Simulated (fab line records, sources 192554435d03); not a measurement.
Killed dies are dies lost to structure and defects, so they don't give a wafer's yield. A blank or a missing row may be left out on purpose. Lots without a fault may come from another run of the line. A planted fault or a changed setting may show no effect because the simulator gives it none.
Which tool did it? | flow n5_finfet | 12 lots, 36 wafers sampled, at 5 steps of a route of 1938

WHAT THE GAUGES READ, wafer by wafer
N5_BEOL_M5_INSPECT_13: inspects for defects (brightfield).
lot  | measured     | on                | raw_defect_count
L075 | day 8 01:05  | defect_inspect-01 | 333 298 412
L077 | day 8 17:31  | defect_inspect-01 | 512 518 525
L080 | day 9 06:59  | defect_inspect-02 | 466 594 613
L081 | day 9 16:58  | defect_inspect-02 | 523 418 538
L083 | day 10 09:17 | defect_inspect-02 | 341 256 372
L086 | day 10 20:37 | defect_inspect-02 | 510 432 614
L087 | day 11 09:48 | defect_inspect-02 | 518 509 654
L089 | day 11 20:53 | defect_inspect-01 | 359 496 379
L091 | day 12 12:42 | defect_inspect-01 | 412 315 410
L093 | day 12 19:56 | defect_inspect-02 | 348 320 396
L095 | day 13 04:31 | defect_inspect-02 | 342 420 297
L097 | day 13 17:53 | defect_inspect-01 | 444 315 492

WHICH TOOL RAN EACH LOT (tool, then ch and the chambers of the sampled wafers, then the start)
lot  | N5_BEOL_M4_HM_DEP_02         | N5_BEOL_M4_SPUTTER_48        | N5_BEOL_M4_ANNEAL_95         | N5_BEOL_M5_CURE_79
L075 | pvd_sputter-01, day 7 10:29  | pvd_sputter-03, day 7 18:58  | pvd_sputter-03, day 7 20:35  | uv_cure-01 ch 0, day 7 23:23
L077 | pvd_sputter-03, day 8 01:37  | pvd_sputter-01, day 8 11:38  | pvd_sputter-01, day 8 13:15  | uv_cure-02 ch 1, day 8 15:35
L080 | pvd_sputter-02, day 8 19:56  | pvd_sputter-01, day 9 01:20  | pvd_sputter-01, day 9 02:58  | uv_cure-02 ch 0, day 9 05:41
L081 | pvd_sputter-01, day 9 06:52  | pvd_sputter-02, day 9 10:25  | pvd_sputter-02, day 9 12:02  | uv_cure-02 ch 2, day 9 14:22
L083 | pvd_sputter-01, day 9 18:39  | pvd_sputter-01, day 10 03:45 | pvd_sputter-01, day 10 05:22 | uv_cure-03 ch 2, day 10 07:48
L086 | pvd_sputter-02, day 10 08:46 | pvd_sputter-02, day 10 14:35 | pvd_sputter-02, day 10 16:12 | uv_cure-03 ch 1, day 10 18:41
L087 | pvd_sputter-03, day 10 19:51 | pvd_sputter-02, day 11 03:43 | pvd_sputter-02, day 11 05:20 | uv_cure-02 ch 2, day 11 07:47
L089 | pvd_sputter-03, day 11 02:16 | pvd_sputter-03, day 11 14:28 | pvd_sputter-03, day 11 16:05 | uv_cure-03 ch 2, day 11 18:22
L091 | pvd_sputter-01, day 11 23:15 | pvd_sputter-02, day 12 06:47 | pvd_sputter-02, day 12 08:25 | uv_cure-02 ch 2, day 12 11:04
L093 | pvd_sputter-02, day 12 05:49 | pvd_sputter-02, day 12 13:38 | pvd_sputter-02, day 12 15:15 | uv_cure-01 ch 2, day 12 18:02
L095 | pvd_sputter-03, day 12 15:29 | pvd_sputter-01, day 12 21:56 | pvd_sputter-01, day 12 23:33 | uv_cure-01 ch 0, day 13 01:57
L097 | pvd_sputter-01, day 13 00:25 | pvd_sputter-02, day 13 12:53 | pvd_sputter-02, day 13 14:31 | uv_cure-03 ch 0, day 13 16:47
- N5_BEOL_M4_HM_DEP_02: deposits TiN, target thk 20 nm.
- N5_BEOL_M4_SPUTTER_48: material Cu, target thk 4.5 nm, time 8.29 s.
- N5_BEOL_M4_ANNEAL_95: time 240 s.
- N5_BEOL_M5_CURE_79: cures SiCOH lowk, time 240 s.

THE ANSWER, worked out from the rows above alone
Rule: what is usual is taken from the lots themselves. Put in order of their means at a reading, lots are off if they are a third of the lots or fewer, leave a main group of 4 or more, and stand apart from it by a gap of 3 or more times the standard deviation of the main group's means; of several such gaps the widest counts. A main group whose means are all the same, to the digits that the tables above print for the reading, isn't used. A lot without any number at a reading at which 4 lots or more have one is off too. The other lots that the step has rows for count as sound.
No lot is off at any reading shown: from this, nothing can be told.

WHAT THE SIMULATOR HAD PUT IN
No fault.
